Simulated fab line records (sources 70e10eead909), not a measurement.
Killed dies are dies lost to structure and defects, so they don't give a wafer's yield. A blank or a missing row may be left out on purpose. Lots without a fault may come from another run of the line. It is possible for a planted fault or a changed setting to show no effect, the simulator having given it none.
Problem report in the 8D (eight disciplines) form, filled by code -- flow nand-harc -- the parts of the form that need people (team, actions taken, sign-off) are left out

== 1. THE PROBLEM ==
At NHARC_P_BONDPAD_ETCH_24, oes-product-au averages 0.818 a.u. over 4 wafers from 2 lots, while fault-free wafers read 1.000 a.u., standard deviation 0.0077. That is -24 standard deviations from the usual mean.
The step: etches the open film in CF4/N2, target depth 30 nm, time 72.99 s.
First seen on wafer L914.2, day 14 23:38, on rie-diel-09. Wafers with a number at this step in the record: 42, from 14 lots. By rule, "out" or "out of limits" means more than 4 standard deviations away from the usual mean. The other wafers with a number count as sound.

== 2. WHAT THIS IS AND IS NOT ==
question,is,is not
which readings at this step,oes-product-au,"drypump-motor-current-A, rf-vpp-V, showerhead-plenum-p-Torr"
which lots,"L913, L914","L894, L895, L896, L897, L898, L899, L900, L902, L903, L904, L907, L915"
which wafers of those lots,"L913.1, L913.2, L914.2, L914.5","L913.4, L914.4"
read on which tools,rie-diel-09,"rie-diel-06, rie-diel-10"
when,from day 14 23:38,"up to then (34 sound wafers); but 4 sound wafers of L913, L915 came after"

== 3. THE SUSPECTS, EACH WITH WHAT RULES IT OUT ==
Counting: if a tool at a process step up to the reading ran every lot that is out, it stays a suspect. Sound lots after the first of them don't rule it out here, since some wafers of a struck lot are sound.
- pecvd-04 at NHARC_P_M2_DEP_33 (deposits SiCN, target thk 30 nm): kept. Every lot that is out went through it, the first being L914 (day 14 21:19); the last sound lot it ran before that was L902 (day 10 05:29).
- rie-diel-09 at NHARC_P_BONDPAD_ETCH_24 (etches the open film in CF4/N2, target depth 30 nm, time 72.99 s): kept. Every lot that is out went through it, the first being L914 (day 14 23:38); the last sound lot it ran before that was L907 (day 12 15:24). Its own readings are out on those wafers: oes-product-au.
- Within rie-diel-09 at NHARC_P_BONDPAD_ETCH_24: the wafers that are out ran in chambers 1, 2, 3; their sound lot-mates ran in chamber 0.
What counting leaves: pecvd-04 at NHARC_P_M2_DEP_33 and rie-diel-09 at NHARC_P_BONDPAD_ETCH_24.

== 4. THE CAUSE (what the simulator had put in) ==
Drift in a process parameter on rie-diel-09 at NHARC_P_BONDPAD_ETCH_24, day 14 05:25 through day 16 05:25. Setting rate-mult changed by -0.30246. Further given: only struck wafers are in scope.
After counting, 2 suspects remain, this tool included.

== 5. THE CHAIN OF EFFECTS, in route order ==
Each row: a reading where the mean over the struck wafers with a number is more than 3 standard deviations away from the usual. Readings are gone through only where the record gives a usual standard deviation; hours: the median, over the lots, of the time from a lot's start at the first step in this table giving one to that lot's start at this step; sigmas: the change measured in usual standard deviations.
hours,step,reading,usual,on struck wafers,change,sigmas
0,NHARC_P_BONDPAD_ETCH_24,oes-product-au,1.000 a.u.,0.818,-0.182,-24
Process steps it contains:
- NHARC_P_BONDPAD_ETCH_24: etches the open film in CF4/N2, target depth 30 nm, time 72.99 s.

== 6. HOW IT WOULD HAVE BEEN CAUGHT EARLIER ==
18 hours passed between the start of the fault at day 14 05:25 and the first reading out of limits in this record, taken at day 14 23:38.
